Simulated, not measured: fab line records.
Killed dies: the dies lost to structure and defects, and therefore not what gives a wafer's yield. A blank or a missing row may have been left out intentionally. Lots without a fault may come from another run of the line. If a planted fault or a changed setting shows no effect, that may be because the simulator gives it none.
Chamber matching    flow n5Finfet    N5_BEOL_M1_DESCUM_33 on rieDiel-03 has 4 sister chambers
The step chemistry O2, time 7 s. 22 wafers are shown with their chamber, then 11 later ones without.

WAFERS PAIRED WITH THEIR CHAMBERS
wafer   chamber  drypumpMotorCurrentA (A)  showerheadPlenumPTorr (Torr)  throttleValvePct (%)
L074.2  3        5.7                       2.07                          20.53
L074.5  2        5.1                       2.13                          20.28
L074.6  3        5.7                       2.07                          20.54
L077.1  2        5.0                       2.12                          20.30
L077.2  3        5.7                       2.07                          20.54
L077.3  0        6.0                       2.05                          20.06
L079.3  0        6.0                       2.04                          20.08
L079.5  1        6.3                       2.15                          20.78
L079.6  3        5.7                       2.07                          20.54
L081.3  1        6.3                       2.15                          20.77
L081.4  1        6.3                       2.15                          20.78
L081.5  3        5.7                       2.07                          20.56
L082.2  2        5.0                       2.12                          19.96
L082.3  3        5.7                       2.07                          20.56
L082.6  1        6.3                       2.15                          20.78
L083.2  3        5.7                       2.07                          20.56
L083.5  1        6.3                       2.15                          20.77
L083.6  2        5.1                       2.12                          19.93
L085.1  1        6.3                       2.15                          20.78
L085.3  3        5.7                       2.06                          20.57
L085.4  0        6.0                       2.04                          20.08
L091.2  0        6.0                       2.03                          20.11

SIGNATURES (averages over the wafers above)
reading                chamber 0  chamber 1  chamber 2  chamber 3  scatter within a chamber
drypumpMotorCurrentA   6.000      6.300      5.050      5.700      0.0236
showerheadPlenumPTorr  2.0400     2.1500     2.1225     2.0687     0.00449
throttleValvePct       20.0825    20.7767    20.1175    20.5500    0.0825
Rule: for each reading, subtract the chamber's mean from the wafer's reading, divide by that reading's scatter and square the result; add these up over the readings and take the root, which gives the wafer's distance from the chamber. If the next closest chamber is less than 2 further off than the closest, the wafer can't be placed; otherwise it belongs to the closest. The scatter: the root of (the sum of the squares of (reading less its chamber's mean) over the shown wafers, divided by (wafers less chambers)).

WAFERS WITH NO CHAMBER GIVEN
wafer   drypumpMotorCurrentA (A)  showerheadPlenumPTorr (Torr)  throttleValvePct (%)
L091.5  6.0                       2.03                          20.11
L091.6  5.0                       2.12                          19.97
L092.4  5.0                       2.12                          19.97
L092.5  5.7                       2.06                          20.59
L092.6  6.0                       2.03                          20.11
L094.1  5.7                       2.06                          20.58
L094.4  6.3                       2.14                          20.50
L094.5  5.0                       2.11                          19.97
L095.1  5.7                       2.06                          20.59
L095.3  5.0                       2.11                          19.99
L095.4  5.0                       2.11                          19.97

EACH ONE'S CHAMBER
wafer   from the rows above  in truth
L091.5  0                    0
L091.6  2                    2
L092.4  2                    2
L092.5  3                    3
L092.6  0                    0
L094.1  3                    3
L094.4  1                    1
L094.5  2                    2
L095.1  3                    3
L095.3  2                    2
L095.4  2                    2
Correct placement for 11 of the 11. From these rows, 0 cannot be placed. 0 placed wrongly.
